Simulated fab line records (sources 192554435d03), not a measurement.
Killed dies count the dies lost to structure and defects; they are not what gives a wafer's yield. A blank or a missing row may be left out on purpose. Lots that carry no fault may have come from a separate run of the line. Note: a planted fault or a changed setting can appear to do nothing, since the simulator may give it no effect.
fab line records	flow n5-finfet
record: lots: 7	wafers: 39
route steps=1938 shown FIN_SAQP@130 SD_EPI_N@288 MOL_CONTACT_COAG@616 BEOL_M0_SAQP@676 BEOL_M0_CUTY@711 BEOL_M0@715
start-h: hours from the record's opening day to when the first of the lot's shown wafers began	wait-h: hours from the lot's prior step to this one	" same as the row above	L1.1+2: one row covering several wafers at once	- either no value or no given start	* or withheld: withheld	< > ~ a bound
route shown NAME@n: names a module that has steps shown in the file, with the first one's number in the route	usual: mean/standard deviation taken from wafers without a fault	same: alike in all rows	chamber/n: place in a boat	sites: the reading at each site	_std_site: standard deviation of those values	_edge_site: mean of outer sites minus mean of inner sites	radius-mm: how far each site lies from the wafer's centre	mask NAME#n: copy n	behind: the tool/chamber that last shaped the wafer	hold: cause of the lot's hold/its duration in hours/its outcome	device: which transistor (n, p or np) failed to switch	end of line: the route-end tests of the same wafers	where a step has no rows: the recipe by itself	killed: not the wafer's yield, but the dies lost to structure and defects at the first sort	map: a wafer's dies, x killed, . not, _ none there
set.NAME: setting as actually run; set.NAME@STEP: the setting as run at that earlier step	model.NAME: the simulator's own value behind a step, which no gauge read
one table per step and one row per wafer, for lots whose settings were changed on purpose
== steps ==
step: N5_FIN_SAQP_ETCH_65
recipe: chemistry: CF4	target: SiO2	target-depth-a: 40	ion-energy-ev: 350	time-s: 4.4	pressure-mtorr: 10	icp-w: 800	bias-w: 400	cf4-flow-sccm: 80
lot.wafer	tool	chamber	start-h	wait-h	set.time-s	model.etch.depth-nm
L075.1	rie-si-01	2	31.83	0.1	4.4	3.781
L075.2	"	0	"	"	2.885	2.481
L075.3	"	3	"	"	4.4	4.074
L075.4	"	1	"	"	2.885	2.645
L075.5	"	0	"	"	4.4	3.791
L075.6	"	1	"	"	2.885	2.636
L077.1	rie-si-01	0	42.08	0.1	4.4	3.795
L077.2	"	1	"	"	6.042	5.548
L077.3	"	2	"	"	6.042	5.197
L077.4	"	3	"	"	4.4	4.08
L077.5	"	3	"	"	4.4	4.038
L077.6	"	0	"	"	6.042	5.236
L078.3	rie-si-01	2	48.91	0.1	4.4	3.812
L078.4	"	0	"	"	4.4	3.784
L078.6	"	2	"	"	4.4	3.795
L079.1	rie-si-02	2	54.47	0.1	4.4	3.994
L079.2	"	0	"	"	4.4	4.077
L079.3	"	3	"	"	4.4	3.95
L079.4	"	3	"	"	4.4	3.967
L079.5	"	0	"	"	4.4	4.075
L079.6	"	2	"	"	4.4	4.063
L084.1	rie-si-02	0	84.66	0.1	4.4	4.095
L084.2	"	3	"	"	4.4	4.031
L084.3	"	2	"	"	4.4	4.062
L084.4	"	1	"	"	6.898	5.851
L084.5	"	0	"	"	6.898	6.433
L084.6	"	1	"	"	6.898	5.872
L092.1	rie-si-03	1	133.23	0.1	4.4	3.928
L092.2	"	2	"	"	4.4	4.123
L092.3	"	0	"	"	4.4	4.137
L092.4	"	3	"	"	2.315	2.018
L092.5	"	1	"	"	2.315	2.062
L092.6	"	2	"	"	2.315	2.162
L097.1	rie-si-03	1	162.13	0.1	4.4	3.9
L097.2	"	0	"	"	4.4	4.119
L097.3	"	2	"	"	4.4	4.061
L097.4	"	3	"	"	4.4	3.823
L097.5	"	3	"	"	4.4	3.772
L097.6	"	2	"	"	4.4	4.06
step: N5_SD_EPI_N_EPI_21
recipe: material: Si:P	dopant: P	temp-c: 680	pressure-torr: 255	time-s: 690
lot.wafer	tool	chamber	start-h	wait-h	set.epi-growth-time-s	model.Si-P_of_SD_EPI_N_EPI_21.thk-nm
L075.1+3+6	epi-rpcvd-02	0	60.75	0.1	690	59
L075.2	"	0	"	"	690	58.8
L075.4	"	0	"	"	690	58.4
L075.5	"	0	"	"	690	59.8
L077.1	epi-rpcvd-01	0	68.31	0.2	690	60.4
L077.2	"	0	"	"	690	59.8
L077.3+4+5	"	0	"	"	690	60
L077.6	"	0	70.18	1.9	690	59.6
L078.3	epi-rpcvd-01	0	77.15	0.9	690	58.8
L078.4	"	0	"	"	690	58.6
L078.6	"	0	"	"	690	59.2
L079.1	epi-rpcvd-01	0	89.33	0.2	1011	77.8
L079.2	"	0	"	"	1011	77.6
L079.3	"	0	"	"	690	58.4
L079.4	"	0	"	"	690	58.2
L079.5	"	0	"	"	690	59
L079.6	"	0	"	"	1011	77.4
L084.1+3	epi-rpcvd-03	0	114.02	0.1	690	58.8
L084.2+4+6	"	0	"	"	430.4	39.6
L084.5	"	0	"	"	690	58.4
L092.1	epi-rpcvd-01	0	159.59	0.1	836.4	67.2
L092.2	"	0	"	"	690	58.6
L092.3	"	0	"	"	690	59
L092.4	"	0	"	"	690	58.4
L092.5	"	0	"	"	836.4	67.4
L092.6	"	0	"	"	836.4	67.8
L097.1	epi-rpcvd-02	0	188.32	0.1	690	58.6
L097.2	"	0	"	"	1099	82
L097.3+5	"	0	"	"	1099	81
L097.4	"	0	"	"	690	59.8
L097.6	"	0	"	"	690	58.8
step: N5_SD_EPI_N_EPI_MEAS_23
recipe: mode: xrd
usual: thk-nm: 58.9/1.2
lot.wafer	tool	chamber	start-h	wait-h	set.epi-growth-time-s@SD_EPI_N_EPI_21	thk-nm
L075.1	film-metro-01	-	62.47	1.4	690	60.5
L075.2	"	-	"	"	690	58.1
L075.3	"	-	"	"	690	58.1
L075.4	"	-	"	"	690	59.7
L075.5	"	-	"	"	690	58.7
L075.6	"	-	"	"	690	60.6
L077.1	film-metro-02	-	70.59	1.9	690	61.4
L077.2	"	-	"	"	690	59.6
L077.3	"	-	"	"	690	59.8
L077.4	"	-	"	"	690	58.6
L077.5	"	-	"	"	690	60.4
L077.6	"	-	"	"	690	58.1
L078.3	film-metro-02	-	78.68	1.2	690	58.4
L078.4	"	-	"	"	690	59.5
L078.6	"	-	"	"	690	58.1
L079.1	film-metro-01	-	91.60	1.9	1011	77.1
L079.2	"	-	"	"	1011	76.7
L079.3	"	-	"	"	690	57.4
L079.4	"	-	"	"	690	57.1
L079.5	"	-	"	"	690	58.3
L079.6	"	-	"	"	1011	77.9
L084.1	film-metro-02	-	115.74	1.4	690	60.0
L084.2	"	-	"	"	430.4	39.5
L084.3	"	-	"	"	690	59.2
L084.4	"	-	"	"	430.4	37.6
L084.5	"	-	"	"	690	58.0
L084.6	"	-	"	"	430.4	41.7
L092.1	film-metro-01	-	161.31	1.4	836.4	67.1
L092.2	"	-	"	"	690	58.5
L092.3	"	-	"	"	690	58.5
L092.4	"	-	"	"	690	59.5
L092.5	"	-	"	"	836.4	66.9
L092.6	"	-	"	"	836.4	67.5
L097.1	film-metro-01	-	190.04	1.4	690	58.7
L097.2	"	-	"	"	1099	81.0
L097.3	"	-	"	"	1099	82.2
L097.4	"	-	"	"	690	60.1
L097.5	"	-	"	"	1099	81.0
L097.6	"	-	"	"	690	57.6
step: N5_MOL_CONTACT_COAG_ETCH_124
recipe: chemistry: CH3F/O2	target: SiNx	target-depth-a: 65	mask-material: SOC	stop-on: SiOC	over-etch-frac: 0.3	ion-energy-ev: 120	pressure-mtorr: 30	source-w: 395	bias-w: 73	Ar_flow_sccm: 150	CH3F_flow_sccm: 30	O2_flow_sccm: 20	ends: end-point
lot.wafer	tool	chamber	start-h	wait-h	set.target-depth-a	model.etch.depth-nm	model.SOC_of_MOL_CONTACT_COAG_COAT_62.thk-nm
L075.1	rie-diel-04	0	109.39	0.0	65	4.972	48.8
L075.2	"	1	"	"	65	5.033	48.8
L075.3	"	3	"	"	33.16	3.324	50.2
L075.4	"	1	"	"	33.16	3.302	50.2
L075.5	"	3	"	"	65	4.984	49
L075.6	"	0	"	"	33.16	3.263	50.2
L077.1	rie-diel-06	0	116.97	0.0	65	5.021	48.6
L077.2	"	3	"	"	97.8	5.007	46.8
L077.3	"	2	"	"	65	5.026	48
L077.4	"	1	"	"	97.8	4.988	47
L077.5	"	3	"	"	65	5.001	48.6
L077.6	"	0	"	"	97.8	5.044	47
L078.3	rie-diel-06	2	131.52	0.0	65	4.965	47.8
L078.4+6	"	0,1	"	"	65	5.021	48.2
L079.1	rie-diel-06	0	138.61	0.0	65	5.022	48.6
L079.2	"	1	"	"	30.17	3.015	50.2
L079.3	"	2	"	"	65	5.027	48
L079.4	"	3	"	"	30.17	3.017	50.2
L079.5	"	0	"	"	65	5.012	48.8
L079.6	"	3	"	"	30.17	3.018	50.2
L084.1	rie-diel-06	3	164.15	0.0	27.08	2.703	50.2
L084.2	"	2	"	"	65	5.033	47.6
L084.3	"	1	"	"	65	5.019	48.2
L084.4	"	0	"	"	27.08	2.655	50.2
L084.5	"	0	"	"	65	5.02	48.6
L084.6	"	1	"	"	27.08	2.722	50
L092.1	rie-diel-01	2	208.98	0.0	65	4.967	48.6
L092.2	"	1	"	"	65	5.006	48
L092.3	"	0	"	"	65	4.962	48.4
L092.4	"	1	"	"	65	4.974	48
L092.5	"	0	"	"	65	4.981	48.2
L092.6	"	2	"	"	65	4.975	48.4
L097.1	rie-diel-01	2	237.59	0.0	65	5.002	48.4
L097.2	"	3	"	"	65	5.009	48
L097.3	"	0	"	"	35.53	3.574	49.6
L097.4	"	2	"	"	65	4.989	48.4
L097.5	"	0	"	"	35.53	3.593	49.4
L097.6	"	3	"	"	35.53	3.651	49.4
step: N5_MOL_CONTACT_COAG_ETCH_48
recipe: chemistry: C4F6/O2	target-depth-a: 150	overetch-a: 45	mask-material: SOC	target: SiOC	bias-w: 465	pressure-mtorr: 10	time-s: 17	source-w: 335	Ar_flow_sccm: 300	C4F6_flow_sccm: 10	O2_flow_sccm: 10	ion-energy-ev: 576
lot.wafer	tool	chamber	start-h	wait-h	set.target-depth-a@MOL_CONTACT_COAG_ETCH_124	model.SOC_of_MOL_CONTACT_COAG_COAT_62.thk-nm
L075.1+2	rie-diel-04	0,1	109.43	0.0	65	46.2
L075.3+4+6	"	3,1,0	"	"	33.16	47.6
L075.5	"	3	"	"	65	46.4
L077.1+5	rie-diel-06	0,3	117.01	0.0	65	45.8
L077.2	"	3	"	"	97.8	44.2
L077.3	"	2	"	"	65	45.4
L077.4+6	"	1,0	"	"	97.8	44.4
L078.3	rie-diel-06	2	131.56	0.0	65	45
L078.4+6	"	0,1	"	"	65	45.6
L079.1	rie-diel-06	0	138.65	0.0	65	46
L079.2+4	"	1,3	"	"	30.17	47.4
L079.3	"	2	"	"	65	45.2
L079.5	"	0	"	"	65	46.2
L079.6	"	3	"	"	30.17	47.6
L084.1	rie-diel-06	3	164.19	0.0	27.08	47.4
L084.2	"	2	"	"	65	44.8
L084.3	"	1	"	"	65	45.6
L084.4	"	0	"	"	27.08	47.6
L084.5	"	0	"	"	65	46
L084.6	"	1	"	"	27.08	47.2
L092.1	rie-diel-01	2	209.02	0.0	65	46
L092.2	"	1	"	"	65	45.2
L092.3+6	"	0,2	"	"	65	45.8
L092.4	"	1	"	"	65	45.4
L092.5	"	0	"	"	65	45.6
L097.1	rie-diel-01	2	237.63	0.0	65	46
L097.2	"	3	"	"	65	45.4
L097.3+5	"	0	"	"	35.53	46.8
L097.4	"	2	"	"	65	45.8
L097.6	"	3	"	"	35.53	46.6
step: N5_BEOL_M0_SAQP_SPACER2_ALD_26
recipe: material: SiO2	target-thk-a: 150	temp-c: 300	ald-precursor-family: BDEAS	ald-co-reactant: O2-plasma	pulse-time-s: 1	purge-time-s: 2	co-reactant-purge-time-s: 2	pressure-torr: 2
lot.wafer	tool	chamber	start-h	wait-h	set.target-thk-a	model.SiO2_of_BEOL_M0_SAQP_SPACER2_ALD_26.thk-nm
L075.1+2+6	ald-sin-02	3,0,2	117.28	0.1	172.8	17.2
L075.3	"	1	"	"	150	14.8
L075.4+5	"	2,3	"	"	150	15
L077.1+5	ald-sin-03	3,1	125.65	0.1	186.1	18.4
L077.2+3	"	0,2	"	"	150	14.8
L077.4	"	1	"	"	150	15
L077.6	"	0	"	"	186.1	18.6
L078.3	ald-sin-02	3	140.22	0.1	150	15
L078.4+6	"	1	"	"	150	14.8
L079.1+3+6	ald-sin-01	0,3,1	148.93	0.3	88.83	9
L079.2+4+5	"	1,2,2	"	"	150	15
L084.1+2+5	ald-sin-02	2,1,0	172.35	0.1	238.1	23.8
L084.3+4	"	3,0	"	"	150	15
L084.6	"	1	"	"	150	14.8
L092.1+2+3+4+5+6	ald-sin-02	0,3,2,0,2,3	217.86	0.1	150	15
L097.1+5	ald-sin-01	1	249.48	0.1	150	14.8
L097.2+3+4	"	0,3,2	"	"	201.4	20.2
L097.6	"	0	"	"	150	15
step: N5_BEOL_M0_SAQP_SPACER2_ETCHBACK_27
recipe: chemistry: CHF3/O2	mode: anisotropic-etchback	target: SiO2	target-depth-a: 225	time-s: 11.25	pressure-mtorr: 30	source-w: 650	bias-w: 170	Ar_flow_sccm: 200	CHF3_flow_sccm: 50	O2_flow_sccm: 5	ion-energy-ev: 200
step: N5_BEOL_M0_SAQP_MANDREL2_REMOVE_110
recipe: chemistry: HBr/Cl2/O2	bt-time-s: 10	target: a-Si	stop-on: SiCN	endpoint: OES-SiCl	over-etch-frac: 1	icp-w: 600	bias-w: 30	HBr_flow_sccm: 150	Cl2_flow_sccm: 80	O2_flow_sccm: 5	pressure-mtorr: 10
lot.wafer	tool	chamber	start-h	wait-h	set.target-thk-a@BEOL_M0_SAQP_SPACER2_ALD_26	model.BEOL_M0_SAQP.cd-nm
L075.1+6	rie-si-05	2	117.92	0.1	172.8	17.2
L075.2	"	1	"	"	172.8	17.4
L075.3	"	0	"	"	150	14.8
L075.4	"	3	"	"	150	15.2
L075.5	"	1	"	"	150	15
L077.1+5+6	rie-si-05	3,1,2	126.29	0.1	186.1	18.6
L077.2+4	"	0,2	"	"	150	14.8
L077.3	"	1	"	"	150	15
L078.3	rie-si-04	0	140.86	0.1	150	15
L078.4+6	"	2,1	"	"	150	14.8
L079.1	rie-si-04	1	149.61	0.1	88.83	9
L079.2	"	3	"	"	150	15.2
L079.3	"	2	"	"	88.83	8.8
L079.4+5	"	0,2	"	"	150	15
L079.6	"	3	"	"	88.83	9.2
L084.1	rie-si-05	0	172.98	0.1	238.1	23.8
L084.2+5	"	1	"	"	238.1	24
L084.3+4	"	2	"	"	150	15
L084.6	"	0	"	"	150	14.8
L092.1+2+3+4+6	rie-si-05	3,1,0,2,2	218.50	0.1	150	15
L092.5	"	3	"	"	150	15.2
L097.1+5+6	rie-si-04	2,1,2	250.11	0.1	150	14.8
L097.2+3	"	0,1	"	"	201.4	20
L097.4	"	3	"	"	201.4	20.2
step: N5_BEOL_M0_SAQP_CD_MEAS_29
recipe: target-cd-nm: 14.4	landing-energy-ev: 1000	detector: se-inlens
usual: cd-nm: 14.97/0.25
lot.wafer	tool	chamber	start-h	wait-h	set.target-thk-a@BEOL_M0_SAQP_SPACER2_ALD_26	cd-nm
L075.1	cd-sem-01	0	118.03	0.1	172.8	17.36
L075.2	"	0	"	"	172.8	17.14
L075.3	"	0	"	"	150	14.36
L075.4	"	0	"	"	150	14.79
L075.5	"	0	"	"	150	14.87
L075.6	"	0	"	"	172.8	17.26
L077.1	cd-sem-03	0	126.40	0.1	186.1	18.23
L077.2	"	0	"	"	150	14.53
L077.3	"	0	"	"	150	15.13
L077.4	"	0	"	"	150	15.13
L077.5	"	0	"	"	186.1	18.52
L077.6	"	0	"	"	186.1	18.35
L078.3	cd-sem-02	0	140.97	0.1	150	15.05
L078.4	"	0	"	"	150	14.68
L078.6	"	0	"	"	150	14.76
L079.1	cd-sem-02	0	149.72	0.1	88.83	9.04
L079.2	"	0	"	"	150	15.15
L079.3	"	0	"	"	88.83	8.86
L079.4	"	0	"	"	150	14.90
L079.5	"	0	"	"	150	15.24
L079.6	"	0	"	"	88.83	9.42
L084.1	cd-sem-03	0	173.09	0.1	238.1	23.65
L084.2	"	0	"	"	238.1	23.76
L084.3	"	0	"	"	150	14.85
L084.4	"	0	"	"	150	15.38
L084.5	"	0	"	"	238.1	23.71
L084.6	"	0	"	"	150	14.67
L092.1	cd-sem-01	0	218.61	0.1	150	15.17
L092.2	"	0	"	"	150	15.33
L092.3	"	0	"	"	150	14.96
L092.4	"	0	"	"	150	15.10
L092.5	"	0	"	"	150	15.02
L092.6	"	0	"	"	150	15.36
L097.1	cd-sem-03	0	250.22	0.1	150	14.93
L097.2	"	0	"	"	201.4	20.26
L097.3	"	0	"	"	201.4	20.15
L097.4	"	0	"	"	201.4	19.88
L097.5	"	0	"	"	150	14.77
L097.6	"	0	"	"	150	15.08
step: N5_BEOL_M0_SAQP_COAT_69
recipe: resist: SOC	temp-c: 250	time-s: 60	spin-rpm: 1500	resist-thk-nm: 90
step: N5_BEOL_M0_SAQP_COAT_72
recipe: resist: SiARC	temp-c: 220	time-s: 60	spin-rpm: 1500	resist-thk-nm: 15
step: N5_BEOL_M0_CUTY_DESCUM_61
recipe: chemistry: O2	time-s: 7.9	source-power-w: 50	bias-power-w: 20	pressure-mtorr: 20	rf-frequency-hz: 2.712e+07	temp-c: 40	resist: CAR-ArF-block	o2-flow-sccm: 225
step: N5_BEOL_M0_CUTY_ETCH_62
recipe: chemistry: CF4	target: SiARC	mask-material: CAR-ArF-block	time-s: 58.5	ion-energy-ev: 80	pressure-mtorr: 40	source-w: 545	bias-w: 36	Ar_flow_sccm: 100	cf4-flow-sccm: 100	ends: cleared
step: N5_BEOL_M0_CUTY_ETCH_63
recipe: chemistry: N2/H2	target: SOC	target-depth-a: 827	overetch-a: 165	mask-material: SiARC	temp-c: 40	ion-energy-ev: 200	time-s: 124	pressure-mtorr: 30	source-w: 840	bias-w: 150	n2-flow-sccm: 200	h2-flow-sccm: 200
lot.wafer	tool	chamber	start-h	wait-h	set.target-thk-a@BEOL_M0_SAQP_SPACER2_ALD_26	model.SiO2_of_BEOL_M0_SAQP_SPACER2_ALD_26.thk-nm
L075.1+2+6	rie-diel-01	0,2,3	119.93	0.0	172.8	9.2
L075.3	"	1	"	"	150	6.8
L075.4+5	"	3,0	"	"	150	7
L077.1+5	rie-diel-06	1,0	128.96	0.0	186.1	10.6
L077.2+3	"	0,3	"	"	150	7
L077.4	"	2	"	"	150	6.8
L077.6	"	3	"	"	186.1	10.8
L078.3	rie-diel-06	3	143.14	0.0	150	7.2
L078.4	"	2	"	"	150	6.6
L078.6	"	1	"	"	150	6.8
L079.1+3+6	rie-diel-01	1,3,0	151.96	0.0	88.83	2.2
L079.2+5	"	2,3	"	"	150	7.2
L079.4	"	0	"	"	150	7
L084.1	rie-diel-01	2	175.12	0.0	238.1	16
L084.2+5	"	3,0	"	"	238.1	15.8
L084.3+4+6	"	0,2,3	"	"	150	7
L092.1+4+5+6	rie-diel-06	0,3,0,3	220.85	0.0	150	7.2
L092.2	"	1	"	"	150	7
L092.3	"	2	"	"	150	6.8
L097.1+5+6	rie-diel-01	2,0,1	252.53	0.0	150	7
L097.2+3+4	"	0,1,3	"	"	201.4	12.2
step: N5_BEOL_M0_CUTY_STRIP_64
recipe: chemistry: N2/H2	temp-c: 40	n2-flow-sccm: 200	h2-flow-sccm: 200	rf-frequency-hz: 6e+07
step: N5_BEOL_M0_ETCH_138
recipe: chemistry: CH3F/O2	target-depth-a: 120	target: SiCN	time-s: 31.6	ion-energy-ev: 120	pressure-mtorr: 30	source-w: 395	bias-w: 75	Ar_flow_sccm: 150	CH3F_flow_sccm: 30	O2_flow_sccm: 20	ends: cleared
step: N5_BEOL_M0_HM_OPEN_105
recipe: chemistry: Cl2/BCl3	target-depth-a: 120	target: TiN	ion-energy-ev: 150	pressure-mtorr: 10	icp-w: 1000	bias-w: 126	Cl2_flow_sccm: 53.25	bcl3-flow-sccm: 21.75	Ar_flow_sccm: 25
lot.wafer	tool	chamber	start-h	wait-h	set.target-thk-a@BEOL_M0_SAQP_SPACER2_ALD_26	model.SiO2_of_BEOL_M0_SAQP_SPACER2_ALD_26.thk-nm
L075.1+6	rie-metal-02	1	120.40	0.3	172.8	4.8
L075.2	"	0	"	"	172.8	5
L075.3+4	"	0,1	"	"	150	2.6
L075.5	"	0	"	"	150	2.8
L077.1	rie-metal-01	0	129.28	0.2	186.1	6.2
L077.2+3	"	1	"	"	150	2.8
L077.4	"	0	"	"	150	2.2
L077.5	"	0	"	"	186.1	6
L077.6	"	1	"	"	186.1	6.4
L078.3	rie-metal-02	0	144.27	1.0	150	3
L078.4	"	1	"	"	150	2.2
L078.6	"	0	"	"	150	2.4
L079.1+6	rie-metal-02	1	153.56	1.4	88.83	0.6
L079.2+5	"	0	"	"	150	2.8
L079.3	"	0	"	"	88.83	0.4
L079.4	"	1	"	"	150	2.6
L084.1	rie-metal-01	0	184.52	9.2	238.1	11.4
L084.2+5	"	0	"	"	238.1	11.2
L084.3+6	"	0	"	"	150	2.4
L084.4	"	0	"	"	150	2.6
L092.1+4+5	rie-metal-03	0,1,1	222.80	1.8	150	2.8
L092.2+6	"	1,0	"	"	150	2.6
L092.3	"	0	"	"	150	2.2
L097.1+5	rie-metal-02	1,0	253.10	0.4	150	2.6
L097.2+4	"	0	"	"	201.4	7.8
L097.3	"	1	"	"	201.4	7.6
L097.6	"	1	"	"	150	2.4
== key ==
split: step: N5_FIN_SAQP_ETCH_65	setting: time-s	stated: 4.4	by: wafer
response: step: N5_FIN_SAQP_ETCH_65	reading: model.etch.depth-nm	change: +0.0375	per: 1%	r: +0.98
split: step: N5_SD_EPI_N_EPI_21	setting: epi-growth-time-s	stated: 690	by: wafer
response: step: N5_SD_EPI_N_EPI_21	reading: model.Si-P_of_SD_EPI_N_EPI_21.thk-nm	change: +0.412	per: 1%	r: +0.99
response: step: N5_SD_EPI_N_EPI_MEAS_23	reading: thk-nm	change: *	per: 1%	r: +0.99
split: step: N5_MOL_CONTACT_COAG_ETCH_124	setting: target-depth-a	stated: 65	by: wafer
response: step: N5_MOL_CONTACT_COAG_ETCH_124	reading: model.etch.depth-nm	shape: bent	at-lowest: 2.693	at-stated: 5.002	at-highest: 5.013
response: step: N5_MOL_CONTACT_COAG_ETCH_124	reading: model.SOC_of_MOL_CONTACT_COAG_COAT_62.thk-nm	change: -0.0304	per: 1%	r: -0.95
response: step: N5_MOL_CONTACT_COAG_ETCH_48	reading: model.SOC_of_MOL_CONTACT_COAG_COAT_62.thk-nm	change: -0.0286	per: 1%	r: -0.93
split: step: N5_BEOL_M0_SAQP_SPACER2_ALD_26	setting: target-thk-a	stated: 150	by: wafer
response: step: N5_BEOL_M0_SAQP_SPACER2_ALD_26	reading: model.SiO2_of_BEOL_M0_SAQP_SPACER2_ALD_26.thk-nm	change: +0.151	per: 1%	r: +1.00
response: step: N5_BEOL_M0_SAQP_MANDREL2_REMOVE_110	reading: model.BEOL_M0_SAQP.cd-nm	change: +0.152	per: 1%	r: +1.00
response: step: N5_BEOL_M0_SAQP_CD_MEAS_29	reading: cd-nm	change: +0.149	per: 1%	r: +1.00
response: step: N5_BEOL_M0_CUTY_ETCH_63	reading: model.SiO2_of_BEOL_M0_SAQP_SPACER2_ALD_26.thk-nm	change: +0.144	per: 1%	r: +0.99
response: step: N5_BEOL_M0_HM_OPEN_105	reading: model.SiO2_of_BEOL_M0_SAQP_SPACER2_ALD_26.thk-nm	change: +0.127	per: 1%	r: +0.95
